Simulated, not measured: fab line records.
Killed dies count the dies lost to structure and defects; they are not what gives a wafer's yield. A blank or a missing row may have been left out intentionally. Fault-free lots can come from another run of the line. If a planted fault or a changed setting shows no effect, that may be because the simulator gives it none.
Which tool is to blame?	flow nand-harc	Sampling: 24 lots, 72 wafers, 2 of 1159 route steps

WHAT THE GAUGES READ, wafer by wafer
NHARC_P_CONTACT_INSPECT_27.
lot	measured	on	raw-defect-count
L075	day 6 05:38	defect-inspect-01	115 167 102
L074	day 6 06:11	defect-inspect-02	255 224 516
L076	day 6 07:02	defect-inspect-02	186 156 275
L077	day 6 13:27	defect-inspect-02	205 333 369
L078	day 7 01:17	defect-inspect-01	242 248 312
L079	day 7 06:53	defect-inspect-01	263 218 544
L080	day 7 09:37	defect-inspect-01	252 249 324
L081	day 7 12:12	defect-inspect-02	194 462 730
L082	day 7 18:28	defect-inspect-02	311 346 200
L083	day 8 07:15	defect-inspect-01	355 294 474
L084	day 8 07:19	defect-inspect-02	326 196 326
L088	day 9 01:33	defect-inspect-02	207 285 204
L087	day 9 04:56	defect-inspect-01	210 161 203
L085	day 9 05:26	defect-inspect-01	224 371 299
L086	day 9 19:01	defect-inspect-01	176 432 362
L090	day 9 20:16	defect-inspect-01	359 179 200
L089	day 9 20:47	defect-inspect-02	342 244 295
L091	day 10 04:45	defect-inspect-01	179 179 436
L094	day 10 11:21	defect-inspect-02	245 338 602
L092	day 10 11:52	defect-inspect-01	412 548 233
L093	day 10 13:52	defect-inspect-01	652 370 324
L095	day 11 03:01	defect-inspect-01	219 211 316
L097	day 11 06:35	defect-inspect-02	315 342 300
L096	day 11 11:28	defect-inspect-02	248 319 472

TOOL THAT RAN EACH LOT (tool first, then ch and the chambers of the sampled wafers, then the start)
lot	NHARC_P_GATE_RTA_80
L075	rtp-anneal-02 ch 0, day 5 20:28
L074	rtp-anneal-02 ch 0, day 5 21:03
L076	rtp-anneal-02 ch 0, day 5 21:13
L077	rtp-anneal-02 ch 0, day 6 03:22
L078	rtp-anneal-01 ch 0, day 6 16:11
L079	rtp-anneal-01 ch 0, day 7 01:23
L080	rtp-anneal-02 ch 0, day 7 03:59
L081	rtp-anneal-01 ch 0, day 7 06:37
L082	rtp-anneal-01 ch 0, day 7 12:43
L083	rtp-anneal-01 ch 0, day 7 17:44
L084	rtp-anneal-02 ch 0, day 7 18:29
L088	rtp-anneal-01 ch 0, day 8 18:04
L087	rtp-anneal-01 ch 0, day 8 19:21
L085	rtp-anneal-02 ch 0, day 8 20:41
L086	rtp-anneal-02 ch 0, day 9 01:37
L090	rtp-anneal-02 ch 0, day 9 07:53
L089	rtp-anneal-02 ch 0, day 9 09:55
L091	rtp-anneal-01 ch 0, day 9 17:43
L094	rtp-anneal-02 ch 0, day 10 03:51
L092	rtp-anneal-02 ch 0, day 10 04:42
L093	rtp-anneal-02 ch 0, day 10 08:20
L095	rtp-anneal-02 ch 0, day 10 17:52
L097	rtp-anneal-02 ch 0, day 10 21:34
L096	rtp-anneal-01 ch 0, day 10 23:36
- NHARC_P_GATE_RTA_80: time 30 s.

WHAT THE TOOLS THEMSELVES READ (means of the sampled wafers that have a number; where no wafer has one, the mark that the record gives instead)
NHARC_P_GATE_RTA_80.
lot	tool	anneal-temp-c-max	wafer_temp_C_max
L075	rtp-anneal-02	301.2	300.87
L074	rtp-anneal-02	301.0	300.76
L076	rtp-anneal-02	301.3	301.60
L077	rtp-anneal-02	301.1	301.08
L078	rtp-anneal-01	301.9	301.36
L079	rtp-anneal-01	301.2	301.28
L080	rtp-anneal-02	300.9	300.94
L081	rtp-anneal-01	301.4	301.11
L082	rtp-anneal-01	301.6	301.15
L083	rtp-anneal-01	301.8	300.92
L084	rtp-anneal-02	301.1	300.81
L088	rtp-anneal-01	301.7	301.39
L087	rtp-anneal-01	301.2	301.43
L085	rtp-anneal-02	301.0	301.38
L086	rtp-anneal-02	301.2	301.14
L090	rtp-anneal-02	301.1	300.99
L089	rtp-anneal-02	301.2	300.83
L091	rtp-anneal-01	301.4	301.06
L094	rtp-anneal-02	301.3	301.01
L092	rtp-anneal-02	300.8	300.69
L093	rtp-anneal-02	301.3	301.08
L095	rtp-anneal-02	301.3	300.76
L097	rtp-anneal-02	300.9	300.86
L096	rtp-anneal-01	301.3	300.96

THE ANSWER, worked out from the rows above alone
Rule: the lots themselves supply what counts as usual. Put in order of their means at a reading, lots are off if they are a third of the lots or fewer, leave a main group of 4 or more, and stand apart from it by a gap of 3 or more times the standard deviation of the main group's means; of several such gaps the widest counts. Not used: any main group whose means are identical at the precision the tables above print for the reading. A lot without any number at a reading at which 4 lots or more have one is off too. Where the step has rows for the other lots, those lots are counted as sound. Order of review: gauges by route order, followed by the tools' own readings, for which a lot's mean as printed above is used. At the first step where some lot is off, the reading lying furthest off is the one used; lots without a number count as furthest.
No lot is off on any of the readings shown, so nothing can be concluded from this.

WHAT WAS PUT IN BY THE SIMULATOR
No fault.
